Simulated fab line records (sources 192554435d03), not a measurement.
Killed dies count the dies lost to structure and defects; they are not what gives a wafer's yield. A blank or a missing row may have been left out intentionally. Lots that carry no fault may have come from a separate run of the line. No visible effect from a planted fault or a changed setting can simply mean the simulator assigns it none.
Matching of chambers | flow n5Finfet | N5_GATE_CUT_SAC_CAP_01 on aldSin-03 has 4 sister chambers
The step material SiNx, target thk 24 nm, pulse time 1 s, ald cycles 480. 8 wafers are shown with their chamber, then 12 later ones without.

WAFERS PAIRED WITH THEIR CHAMBERS
wafer  | chamber | heaterPowerW (W) | precursorPulseHeightRel
L081.5 | 3       | 840              | 0.981
L081.6 | 2       | 710              | 1.026
L083.4 | 0       | 908              | 0.988
L084.1 | 0       | 887              | 1.001
L084.3 | 1       | 959              | 0.978
L087.3 | 1       | 963              | 0.992
L087.4 | 2       | 697              | 0.989
L087.5 | 3       | 868              | 1.007

WAFERS MISSING THEIR CHAMBER
wafer  | heaterPowerW (W) | precursorPulseHeightRel
L090.1 | 906              | 1.004
L090.2 | 717              | 1.012
L090.3 | 837              | 0.966
L091.1 | 714              | 1.005
L091.3 | 904              | 0.969
L091.6 | 727              | 1.011
L093.3 | 862              | 0.990
L093.4 | 961              | 0.983
L093.5 | 841              | 1.016
L096.1 | 928              | 1.024
L096.2 | 718              | 1.041
L096.6 | 941              | 0.998

WHICH CHAMBER EACH ONE RAN IN
wafer  | from the rows above     | in truth
L090.1 | 0                       | 0
L090.2 | 2                       | 2
L090.3 | 3                       | 3
L091.1 | 2                       | 2
L091.3 | 0                       | 0
L091.6 | 2                       | 2
L093.3 | 3                       | 3
L093.4 | 1                       | 1
L093.5 | 3                       | 3
L096.1 | can't be placed: 0 or 1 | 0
L096.2 | 2                       | 2
L096.6 | can't be placed: 1 or 0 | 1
Correctly placed: 10 of 12. Unplaceable from these rows: 2, with the true chamber sitting among the candidates in 2. Number placed wrongly: 0.
How it was worked out, from the rows above alone: a wafer's distance from a chamber is the root of the sum, over the readings, of the square of ((its reading less the chamber's mean) divided by the reading's scatter). If the next closest chamber is less than 2 further off than the closest, the wafer can't be placed; otherwise it belongs to the closest. A chamber's mean is the mean of its shown wafers. How the scatter is found: for the shown wafers, subtract from each reading the mean of its chamber, square and add these, divide the total by (wafers less chambers), then take the root.
